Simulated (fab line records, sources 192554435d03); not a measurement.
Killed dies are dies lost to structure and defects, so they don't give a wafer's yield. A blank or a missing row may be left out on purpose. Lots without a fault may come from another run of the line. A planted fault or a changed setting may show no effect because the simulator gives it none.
Which tool did it? | flow n5_finfet | 12 lots, 36 wafers sampled, at 1 step of a route of 1938

WHAT THE GAUGES READ, wafer by wafer
N5_BEOL_M7_THK_MEAS_53: measures by xrf.
lot  | measured     | on            | M7_THK (nm)
L075 | day 10 08:46 | film_metro-01 | 81.0 77.9 79.2
L076 | day 10 20:23 | film_metro-02 | 81.4 78.4 80.2
L080 | day 11 01:34 | film_metro-01 | 79.9 82.0 82.3
L081 | day 11 17:23 | film_metro-01 | 82.8 82.0 79.5
L082 | day 12 03:45 | film_metro-02 | 83.0 81.5 80.6
L085 | day 13 01:41 | film_metro-01 | 79.4 80.5 82.9
L087 | day 13 04:44 | film_metro-02 | 78.5 81.4 81.3
L088 | day 13 17:19 | film_metro-01 | 80.5 78.3 81.0
L091 | day 14 06:16 | film_metro-01 | 81.9 81.7 83.7
L094 | day 14 22:20 | film_metro-02 | 79.2 82.0 82.5
L093 | day 15 05:49 | film_metro-02 | 77.9 79.3 79.0
L097 | day 15 13:30 | film_metro-02 | 79.2 79.8 79.6

WHICH TOOL RAN EACH LOT (tool, then ch and the chambers of the sampled wafers, then the start)
The record holds no process step before these readings.

THE ANSWER, worked out from the rows above alone
Rule: what is usual is taken from the lots themselves. Put in order of their means at a reading, lots are off if they are a third of the lots or fewer, leave a main group of 4 or more, and stand apart from it by a gap of 3 or more times the standard deviation of the main group's means; of several such gaps the widest counts. A main group whose means are all the same, to the digits that the tables above print for the reading, isn't used. A lot without any number at a reading at which 4 lots or more have one is off too. The other lots that the step has rows for count as sound.
No lot is off at any reading shown: from this, nothing can be told.

WHAT THE SIMULATOR HAD PUT IN
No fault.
